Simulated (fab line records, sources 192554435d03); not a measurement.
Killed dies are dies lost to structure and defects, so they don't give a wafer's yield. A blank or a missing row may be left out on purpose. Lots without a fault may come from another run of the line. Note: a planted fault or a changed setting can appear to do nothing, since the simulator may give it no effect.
fab line records	flow n5Finfet
[record] lots = 6	wafers = 18	lastDay = 19
route steps=1938 shown SD_EPI_N@271 PASSIVATION@1936
lots that met no fault: taken from a fault-free run of the same line
startH: the number of hours between the record's first day and the start of the first shown wafer of the lot	waitH: time in hours since the lot's previous step	" identical to the entry in the row above	L1.1+2: a row that stands for several wafers	- no value, or no start given	* or withheld: withheld	< > ~ a bound
route shown NAME@n: names a module that has steps shown in the file, with the first one's number in the route	usual: the fault-free wafers' mean and standard deviation	same: alike in all rows	chamber/n: place in a boat	sites: per-site readings	_std_site: the standard deviation of these	_edge_site: mean of outer sites minus mean of inner sites	radiusMm: how far each site lies from the wafer's centre	mask NAME#n: copy n	behind: tool/chamber where the wafer was last shaped	hold: cause of the lot's hold/its duration in hours/its outcome	device: whichever transistor did not switch (one of n, p or np)	end of line: at the end of the route, the tests of the same wafers	a step with no rows: only its recipe	killed: at the first sort, the dies lost to defects and structure; wafer yield is something else	map: shows each die of a wafer: x if killed, . if not, _ if none is there
set.NAME: the run value of the setting; set.NAME@STEP: its run value at that earlier step	model.NAME: the simulator's own value behind a step, which no gauge read
a table for each step, a row for each wafer; lots at some steps of the route
services: a tool's chamber out of use, with start hour (startH, from the record's first day; less than 0 if before it), hours out, and reason
[[steps]]
[step N5_SD_EPI_N_OVL_MEAS_10]
[recipe] pointsPerWafer = 44
[usual] SD_N_BLK_OVL = -0.4/0.83
lot.wafer	tool	chamber	startH	waitH	SD_N_BLK_OVL[nm]
L667.1	overlay-02	0	119.66	0.0	-1.1
L667.2	"	0	"	"	-0.3
L667.5	"	0	"	"	-0.1
L668.1	overlay-01	0	125.99	0.0	0.7
L668.4	"	0	"	"	1.1
L668.5	"	0	"	"	0.1
L669.1	overlay-01	0	129.17	0.0	-1.0
L669.2	"	0	"	"	0.9
L669.5	"	0	"	"	0.1
L670.1	overlay-01	0	142.76	10.8	0.2
L670.2	"	0	"	"	0.5
L670.4	"	0	"	"	0.7
L672.1	overlay-01	0	149.93	0.0	-1.3
L672.3	"	0	"	"	-1.8
L672.6	"	0	"	"	-1.8
L678.2	overlay-02	0	191.64	0.0	-0.3
L678.4	"	0	"	"	-0.1
L678.5	"	0	"	"	0.7
[step N5_SD_EPI_N_INSPECT_11]
[recipe] mode = adi	inspectInstrument = macro
[usual] rawDefectCount = 2.1/1.4
lot.wafer	tool	chamber	startH	waitH	rawDefectCount
L667.1	defectInspect-01	-	119.68	0.0	2
L667.2	"	-	"	"	0
L667.5	"	-	"	"	3
L668.1	defectInspect-02	-	126.01	0.0	4
L668.4	"	-	"	"	2
L668.5	"	-	"	"	3
L669.1	defectInspect-01	-	129.19	0.0	1
L669.2	"	-	"	"	1
L669.5	"	-	"	"	1
L670.1	defectInspect-02	-	142.79	0.0	3
L670.2	"	-	"	"	2
L670.4	"	-	"	"	2
L672.1	defectInspect-02	-	149.96	0.0	2
L672.3	"	-	"	"	2
L672.6	"	-	"	"	1
L678.2	defectInspect-02	-	191.66	0.0	3
L678.4	"	-	"	"	1
L678.5	"	-	"	"	4
[step N5_SD_EPI_N_DESCUM_14]
[recipe] chemistry = O2	timeS = 7.9	sourcePowerW = 50	biasPowerW = 20	pressureMtorr = 20	rfFrequencyHz = 2.712e+07	tempC = 40	resist = CAR-ArF-block	o2FlowSccm = 225
[usual] drypumpMotorCurrentA = 5.7/0.44	oesProductAu = 0.76/0.066	rfVppV = 243.5/1.1	showerheadPlenumPTorr = 2.11/0.037	throttleValvePct = 20.38/0.14
lot.wafer	tool	chamber	startH	waitH	drypumpMotorCurrentA	oesProductAu	rfHoursCounterH	rfVppV	showerheadPlenumPTorr	throttleValvePct
L667.1	rieDiel-02	3	119.71	0.0	5.8	0.72	208	243.9	2.15	20.46
L667.2	"	0	"	"	6.2	0.89	40	243.0	2.13	20.35
L667.5	"	2	"	"	4.9	0.77	-	245.4	2.10	20.63
L668.1	rieDiel-02	1	126.04	0.0	5.7	0.74	155	243.8	2.08	20.43
L668.4	"	2	"	"	4.9	0.76	142	242.1	2.10	20.63
L668.5	"	0	"	"	6.2	0.88	-	244.8	2.13	20.33
L669.1	rieDiel-02	2	129.23	0.0	4.9	0.76	143	244.1	2.10	20.63
L669.2	"	3	"	"	5.8	0.71	211	245.5	2.15	20.48
L669.5	"	2	"	"	4.9	0.76	-	244.6	2.10	20.63
L670.1	rieDiel-05	1	143.41	0.6	6.3	0.90	26	242.7	2.05	20.13
L670.2	"	3	"	"	5.5	0.76	154	245.0	2.17	20.30
L670.4	"	0	"	"	6.1	0.76	115	243.7	2.10	20.41
L672.1	rieDiel-05	0	150.19	0.2	6.1	0.76	118	243.5	2.10	20.44
L672.3	"	1	"	"	6.3	0.89	29	241.2	2.05	20.12
L672.6	"	3	"	"	5.5	0.75	-	243.9	2.17	20.30
L678.2	rieDiel-04	1	191.70	0.0	5.3	0.70	212	245.4	2.15	20.32
L678.4	"	3	"	"	5.4	0.68	220	244.5	2.15	20.53
L678.5	"	2	"	"	6.2	0.73	-	242.8	2.09	20.43
[step N5_SD_EPI_N_ETCH_34]
[recipe] chemistry = CF4	target = SiARC	targetDepthA = 455	maskMaterial = CAR-ArF-block	timeS = 75.8	ionEnergyEv = 80	pressureMtorr = 40	sourceW = 545	biasW = 36	Ar_flow_sccm = 100	cf4FlowSccm = 100	ends = cleared
[step N5_SD_EPI_N_ETCH_35]
[recipe] chemistry = N2/H2	target = SOC	overetchA = 1080	maskMaterial = SiARC	tempC = 40	ionEnergyEv = 100	sourceW = 3000	biasW = 133	pressureMtorr = 20	timeS = 486	n2FlowSccm = 200	h2FlowSccm = 200
[step N5_SD_EPI_N_STRIP_36]
[recipe] chemistry = N2/H2	tempC = 40	n2FlowSccm = 200	h2FlowSccm = 200	rfFrequencyHz = 6e+07
[step N5_SD_EPI_N_ETCHBACK_44]
[recipe] chemistry = CH3F/O2	mode = anisotropicEtchback	target = SiNx	targetDepthA = 145	stopOn = SiO2	overEtchFrac = 0.3	ionEnergyEv = 120	pressureMtorr = 30	sourceW = 395	biasW = 73	Ar_flow_sccm = 150	CH3F_flow_sccm = 30	O2_flow_sccm = 20
[step N5_SD_EPI_N_ETCH_45]
[recipe] chemistry = CH3F/O2	target = SiOCN	targetDepthA = 60	maskMaterial = SOC	ionEnergyEv = 60	biasW = 29	pressureMtorr = 15	sourceW = 410	Ar_flow_sccm = 150	CH3F_flow_sccm = 30	O2_flow_sccm = 20
[usual] CH3F_flow_sccm = 30.00/0.086	O2_flow_sccm = 20.01/0.055	drypumpMotorCurrentA = 5.7/0.44	oesProductAu = 0.76/0.065	rfVppV = 127.7/0.8	showerheadPlenumPTorr = 2.02/0.037	throttleValvePct = 23.29/0.15
lot.wafer	tool	chamber	startH	waitH	CH3F_flow_sccm	O2_flow_sccm	drypumpMotorCurrentA	oesProductAu	rfHoursCounterH	rfVppV	showerheadPlenumPTorr	throttleValvePct
L667.1	rieDiel-02	3	120.23	0.1	30.02	20.03	5.8	0.71	208	127.9	2.05	23.37
L667.2	"	0	"	"	30.05	20.01	6.2	0.88	40	127.9	2.03	23.20
L667.5	"	2	"	"	29.93	20.03	4.9	0.76	-	128.5	2.00	23.50
L668.1	rieDiel-02	1	126.56	0.1	29.94	19.97	5.7	0.75	155	128.2	2.00	23.46
L668.4	"	2	"	"	29.95	20.04	4.9	0.76	142	126.7	2.00	23.50
L668.5	"	0	"	"	29.94	20.02	6.2	0.88	-	128.9	2.03	23.20
L669.1	rieDiel-02	2	129.74	0.1	29.88	19.94	4.9	0.75	143	126.7	2.00	23.52
L669.2	"	3	"	"	29.83	20.04	5.8	0.71	211	127.8	2.05	23.37
L669.5	"	2	"	"	30.02	20.06	4.9	0.76	-	127.5	2.00	23.51
L670.1	rieDiel-05	1	143.93	0.1	30.05	20.02	6.3	0.89	26	127.5	1.95	23.03
L670.2	"	3	"	"	30.10	20.06	5.5	0.76	154	128.4	2.08	23.18
L670.4	"	0	"	"	30.04	19.99	6.1	0.77	115	127.5	2.01	23.36
L672.1	rieDiel-05	0	150.71	0.1	29.92	19.95	6.1	0.76	118	127.7	2.01	23.34
L672.3	"	1	"	"	30.09	19.93	6.3	0.88	29	127.6	1.95	23.02
L672.6	"	3	"	"	29.98	20.02	5.5	0.75	-	129.0	2.08	23.19
L678.2	rieDiel-04	1	192.21	0.1	30.14	20.05	5.3	0.70	212	127.4	2.06	23.28
L678.4	"	3	"	"	30.04	19.97	5.4	0.68	221	127.4	2.06	23.49
L678.5	"	2	"	"	30.03	20.09	6.2	0.74	-	128.1	1.98	23.23
[step N5_SD_EPI_N_ETCH_16]
[recipe] chemistry = CHF3/O2	target = SiO2	targetDepthA = 50	maskMaterial = SOC	pressureMtorr = 30	sourceW = 650	biasW = 170	Ar_flow_sccm = 200	CHF3_flow_sccm = 50	O2_flow_sccm = 5	ionEnergyEv = 200
[usual] CHF3_flow_sccm = 50.01/0.13	O2_flow_sccm = 5.002/0.016	drypumpMotorCurrentA = 5.7/0.44	oes_ar_750_au = 0.76/0.06	oes_o_777_au = 0.76/0.063	oesProductAu = 0.76/0.064	rfVppV = 527/4.3	showerheadPlenumPTorr = 2.44/0.044	throttleValvePct = 18.88/0.16
lot.wafer	tool	chamber	startH	waitH	CHF3_flow_sccm	O2_flow_sccm	drypumpMotorCurrentA	oes_ar_750_au	oes_o_777_au	oesProductAu	rfHoursCounterH	rfVppV	showerheadPlenumPTorr	throttleValvePct
L667.1	rieDiel-02	3	120.33	0.1	49.90	5.004	5.8	0.72	0.71	0.71	208	529	2.48	19.01
L667.2	"	0	"	"	50.11	4.979	6.2	0.88	0.89	0.88	40	529	2.45	18.73
L667.5	"	2	"	"	50.09	4.991	4.9	0.76	0.76	0.76	-	529	2.42	19.09
L668.1	rieDiel-02	1	126.66	0.1	50.06	5.023	5.7	0.75	0.74	0.75	155	531	2.42	19.01
L668.4	"	2	"	"	49.96	5.019	4.9	0.76	0.76	0.75	142	530	2.41	19.10
L668.5	"	0	"	"	49.81	5.031	6.2	0.87	0.88	0.88	-	529	2.44	18.73
L669.1	rieDiel-02	2	129.84	0.1	50.15	5.003	4.9	0.76	0.75	0.76	143	530	2.41	19.11
L669.2	"	3	"	"	50.03	4.998	5.8	0.71	0.70	0.72	211	532	2.48	19.01
L669.5	"	2	"	"	49.95	5.010	4.9	0.76	0.75	0.76	-	531	2.41	19.10
L670.1	rieDiel-05	1	144.03	0.1	50.08	4.990	6.3	0.88	0.88	0.89	26	529	2.36	18.56
L670.2	"	3	"	"	50.11	5.010	5.4	0.75	0.76	0.75	154	524	2.51	18.80
L670.4	"	0	"	"	49.90	4.989	6.1	0.76	0.76	0.76	115	523	2.43	18.91
L672.1	rieDiel-05	0	150.81	0.1	49.87	4.995	6.1	0.77	0.76	0.75	118	522	2.42	18.91
L672.3	"	1	"	"	50.20	4.986	6.3	0.87	0.87	0.87	29	529	2.36	18.56
L672.6	"	3	"	"	49.81	5.006	5.5	0.75	0.75	0.75	-	524	2.51	18.82
L678.2	rieDiel-04	1	192.31	0.1	49.85	5.011	5.3	0.70	0.69	0.70	212	529	2.49	18.89
L678.4	"	3	"	"	50.18	4.994	5.4	0.70	0.68	0.67	221	515	2.49	19.08
L678.5	"	2	"	"	49.94	5.028	6.2	0.74	0.75	0.74	-	525	2.39	18.87
[step N5_SD_EPI_N_STRIP_47]
[recipe] chemistry = CHF3/O2	resist = SiARC	rfFrequencyHz = 6e+07
[step N5_SD_EPI_N_SD_RECESS_17]
[recipe] chemistry = HBr/Cl2/O2	targetDepthA = 410	maskMaterial = SOC	timeS = 23.7	btTimeS = 3	pressureMtorr = 10	icpW = 800	biasW = 112	HBr_flow_sccm = 150	Cl2_flow_sccm = 80	O2_flow_sccm = 12
[usual] O2_flow_sccm = 12.00/0.038	drypumpMotorCurrentA = 5.6/0.49	oes_o_777_au = 1.001/0.02	oesProductAu = 1.002/0.02	throttleValvePct = 37.22/0.27
lot.wafer	tool	chamber	startH	waitH	O2_flow_sccm	drypumpMotorCurrentA	oes_o_777_au	oesProductAu	rfHoursCounterH	throttleValvePct
L667.1	rieSi-01	2	120.40	0.0	11.97	6.3	1.018	0.995	71	37.21
L667.2	"	3	"	"	12.06	5.8	0.985	0.997	124	36.73
L667.5	"	1	"	"	12.01	6.7	1.030	1.038	-	37.38
L668.1	rieSi-03	0	126.73	0.0	12.00	6.0	0.983	0.980	149	36.77
L668.4	"	1	"	"	12.00	5.6	0.985	0.992	182	37.47
L668.5	"	2	"	"	11.98	5.2	1.017	1.018	-	37.02
L669.1	rieSi-01	2	129.91	0.0	12.00	6.4	1.008	0.995	71	37.24
L669.2	"	0	"	"	11.98	5.5	0.994	0.994	93	37.18
L669.5	"	1	"	"	12.05	6.7	1.025	1.026	-	37.38
L670.1	rieSi-03	3	144.10	0.0	11.95	4.9	1.004	1.022	81	37.34
L670.2	"	2	"	"	11.94	5.2	1.019	1.014	106	37.00
L670.4	"	1	"	"	11.95	5.6	0.979	0.983	183	37.49
L672.1	rieSi-02	0	150.88	0.0	11.95	5.5	1.012	1.020	32	37.37
L672.3	"	1	"	"	11.99	5.8	0.969	0.989	184	37.59
L672.6	"	2	"	"	12.00	5.1	1.020	1.015	-	37.58
L678.2	rieSi-03	2	192.53	0.2	12.00	5.2	1.029	1.016	107	37.02
L678.4	"	1	"	"	12.03	5.7	0.975	0.988	184	37.48
L678.5	"	0	"	"	11.98	6.0	0.988	0.992	-	36.77
[step N5_SD_EPI_N_STRIP_38]
[recipe] chemistry = N2/H2	powerW = 1000	tempC = 250	h2Frac = 0.65	overashFraction = 0.3	pressureMtorr = withheld	n2FlowSccm = 1750	h2FlowSccm = 3250
[usual] drypumpMotorCurrentA = 5.24/0.2	heaterPowerW = 344/20	n2FlowSccm = 1749/5.3	oesProductAu = 0.761/0.011
lot.wafer	tool	chamber	startH	waitH	drypumpMotorCurrentA	heaterPowerW	n2FlowSccm	oesProductAu	rfHoursCounterH
L667.1	plasmaAsher-02	1	120.49	0.1	5.29	362	1747	0.761	46
L667.2	"	0	"	"	5.43	351	1753	0.755	46
L667.5	"	1	"	"	5.29	363	1744	0.761	-
L668.1	plasmaAsher-01	0	126.83	0.1	5.39	350	1748	0.772	96
L668.4	"	1	"	"	4.89	313	1747	0.758	-
L668.5	"	1	"	"	4.91	311	1748	0.756	-
L669.1	plasmaAsher-02	0	130.01	0.1	5.39	347	1755	0.761	47
L669.2	"	1	"	"	5.29	359	1752	0.754	47
L669.5	"	0	"	"	5.40	354	1756	0.762	-
L670.1	plasmaAsher-01	0	144.20	0.1	5.35	346	1750	0.752	97
L670.2	"	1	"	"	4.91	315	1752	0.766	97
L670.4	"	0	"	"	5.36	346	1748	0.762	-
L672.1	plasmaAsher-01	1	150.97	0.1	4.90	315	1746	0.755	99
L672.3	"	0	"	"	5.40	351	1757	0.773	-
L672.6	"	0	"	"	5.35	344	1756	0.774	-
L678.2	plasmaAsher-01	0	192.62	0.1	5.41	347	1752	0.758	108
L678.4	"	0	"	"	5.41	344	1749	0.749	-
L678.5	"	1	"	"	4.91	316	1742	0.767	-
[step N5_SD_EPI_N_WET_ETCH_43]
[recipe] chemistry = dHF	dilution = withheld	timeS = 14	target = SiO2	targetDepthA = 15	tempC = 25
[usual] tempC = 25.00/0.11	timeS = 14/0
lot.wafer	tool	chamber	startH	waitH	tempC	timeS	model.SiNx_of_SPACER0_ALD_08.thkNm
L667.1	wetBench-04	5	120.58	-	24.99	14	1.6
L667.2	"	7	"	"	24.92	14	1.6
L667.5	"	0	"	"	25.08	14	1.6
L668.1	wetBench-02	0	126.93	-	24.94	14	1.6
L668.4	"	6	"	"	24.96	14	1.6
L668.5	"	5	"	"	24.88	14	1.6
L669.1	wetBench-02	1	130.09	-	-	-	2
L669.2	"	0	"	"	-	-	2
L669.5	"	5	"	"	-	-	2
L670.1	wetBench-02	1	144.28	-	-	-	2
L670.2	"	4	"	"	-	-	2
L670.4	"	2	"	"	-	-	2
L672.1	wetBench-02	0	151.06	-	25.07	14	1.6
L672.3	"	4	"	"	25.21	14	1.6
L672.6	"	3	"	"	24.83	14	1.6
L678.2	wetBench-01	0	192.71	-	24.74	14	1.6
L678.4	"	2	"	"	25.13	14	1.6
L678.5	"	1	"	"	24.75	14	1.6
[step N5_SD_EPI_N_STRIP_18]
[recipe] chemistry = SPM	timeS = 750	tempC = 130	h2so4H2o2VolRatio = 4
[step N5_PASSIVATION_PROBE_49]
[usual] killed_at_M0_to_M3 = 37/12	killed_at_M4_up = 15/5.6	killedAtContacts = 13/6.9	killedAtFrontEnd = 40/11	killedAtOther = 4/3.2	killedDies = 109/20	killedOpen = 73/15	killedShort = 35/8.3
[same] grossDies = 1180	killedAtBackSide = 0
lot.wafer	tool	chamber	startH	waitH	killed_at_M0_to_M3	killed_at_M4_up	killedAtContacts	killedAtFrontEnd	killedAtOther	killedDies	killedOpen	killedShort
L672.1	prober-01	-	425.88	0.0	38	16	21	35	0	110	64	45
L672.3	prober-01	-	425.98	0.1	33	6	11	35	1	86	56	30
L672.6	prober-01	-	426.13	0.3	42	10	26	28	13	119	77	40
// killed by level:class
L672.1 MOL_CONTACT_COAG:geometricParticle:open=16 BEOL_M1:geometricParticle:open=8 BEOL_M2:geometricParticle:short=8 BEOL_M0_SAQP:geometricParticle:short=7 STARTING-WAFER:geometricParticle:short=7 STI_FIN_REVEAL:geometricParticle:open=6 BEOL_M3:geometricParticle:open=6 FIN_SAQP:geometricParticle:short=5
L672.3 MOL_CONTACT_COAG:geometricParticle:open=10 FIN_SAQP:geometricParticle:short=9 BEOL_M0_SAQP:geometricParticle:open=9 FIN_SAQP:geometricParticle:open=7 BEOL_M2:geometricParticle:short=6 BEOL_M3:geometricParticle:open=6 BEOL_M2:geometricParticle:open=5 STARTING-WAFER:geometricParticle:short=4
L672.6 MOL_CONTACT_COAG:geometricParticle:open=18 BEOL_M2:geometricParticle:open=17 FIN_SAQP:geometricParticle:short=9 MOL_CONTACT_COAG:geometricParticle:short=8 FIN_SAQP:geometricParticle:open=6 BEOL_M2:geometricParticle:short=6 BEOL_M0_SAQP:geometricParticle:short=5 BEOL_M3:geometricParticle:open=5
[[services]]
tool	chamber	startH	hours	kind
plasmaAsher-01	-	117.74	3.1	repair
rieDiel-04	1	137.43	26.9	repair
rieDiel-04	-	140.31	15.6	pm
rieSi-01	1	143.65	4.7	repair
rieSi-02	0	144.13	3.1	repair
wetBench-02	-	146.95	1.4	repair
rieSi-01	2	148.58	5.1	repair
plasmaAsher-02	-	150.58	0.7	repair
wetBench-01	-	155.22	1.3	repair
rieDiel-02	-	187.57	0.5	repair
[[key]]
[firstSign] step = N5_SD_EPI_N_WET_ETCH_43	reading = toolRecord	direction = missing
effect none on later readings
[modelEffect] step = N5_SD_EPI_N_WET_ETCH_43	value = SiNx_of_SPACER0_ALD_08.thkNm	without = 1.6	struck = 2
metAt N5_SD_EPI_N_WET_ETCH_43
struckWafers L669.1,L669.2,L669.5,L670.1,L670.2,L670.4
testerLeftOut L669,L670
onsetBetween 126.93 130.09
[fault] kind = skippedStepWhole	tool = wetBench-02	chamber = -	onsetH = 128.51	steps = N5_SD_EPI_N_WET_ETCH_43	scope = struckLotsOnly
// testerLeftOut: of these lots the tester's yield and bins aren't shown, on N5 and GAA mostly nor the transistor test; their killed dies are dies lost to structure and defects alone, not to doping, threshold or leakage, so they don't give the yield
